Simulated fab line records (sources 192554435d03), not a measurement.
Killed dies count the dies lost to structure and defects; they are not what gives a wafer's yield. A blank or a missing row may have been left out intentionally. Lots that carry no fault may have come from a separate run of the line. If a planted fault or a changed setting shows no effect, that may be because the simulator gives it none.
Chamber matching | flow n5 finfet | rie diel-06 running N5_BEOL_M11_STRIP_67: 4 sister chambers
The step strips in CF4. 8 wafers are shown with their chamber, then 11 later ones without.

== WAFERS WITH THEIR CHAMBER ==
wafer  | chamber | drypump motor current A (A) | showerhead plenum p Torr (Torr)
L074.2 | 0       | 5.76                        | 1.79
L085.1 | 3       | 5.90                        | 1.86
L085.5 | 2       | 5.40                        | 1.85
L085.6 | 1       | 5.29                        | 1.77
L089.1 | 0       | 5.78                        | 1.78
L089.3 | 1       | 5.31                        | 1.77
L089.4 | 3       | 5.87                        | 1.86
L090.3 | 2       | 5.45                        | 1.85

== WAFERS WITH NO CHAMBER GIVEN ==
wafer  | drypump motor current A (A) | showerhead plenum p Torr (Torr)
L090.5 | 5.90                        | 1.86
L090.6 | 5.75                        | 1.78
L091.1 | 5.81                        | 1.78
L091.4 | 5.88                        | 1.86
L091.5 | 5.44                        | 1.85
L097.1 | 5.34                        | 1.77
L097.2 | 5.46                        | 1.85
L097.3 | 5.78                        | 1.78
L095.3 | 5.30                        | 1.77
L095.5 | 5.87                        | 1.86
L095.6 | 5.79                        | 1.78

== WHICH CHAMBER EACH ONE RAN IN ==
wafer  | from the rows above | in truth
L090.5 | 3                   | 3
L090.6 | 0                   | 0
L091.1 | 0                   | 0
L091.4 | 3                   | 3
L091.5 | 2                   | 2
L097.1 | 1                   | 1
L097.2 | 2                   | 2
L097.3 | 0                   | 0
L095.3 | 1                   | 1
L095.5 | 3                   | 3
L095.6 | 0                   | 0
Correct placement for 11 of the 11. Can't be placed from these rows: 0. Wrongly placed: 0.
How it was worked out, from the rows above alone: a wafer's distance from a chamber is the root of the sum, over the readings, of the square of ((its reading less the chamber's mean) divided by the reading's scatter). If the next closest chamber is less than 2 further off than the closest, the wafer can't be placed; otherwise it belongs to the closest. Each chamber's mean is taken over the wafers shown for it. How the scatter is found: for the shown wafers, subtract from each reading the mean of its chamber, square and add these, divide the total by (wafers less chambers), then take the root.
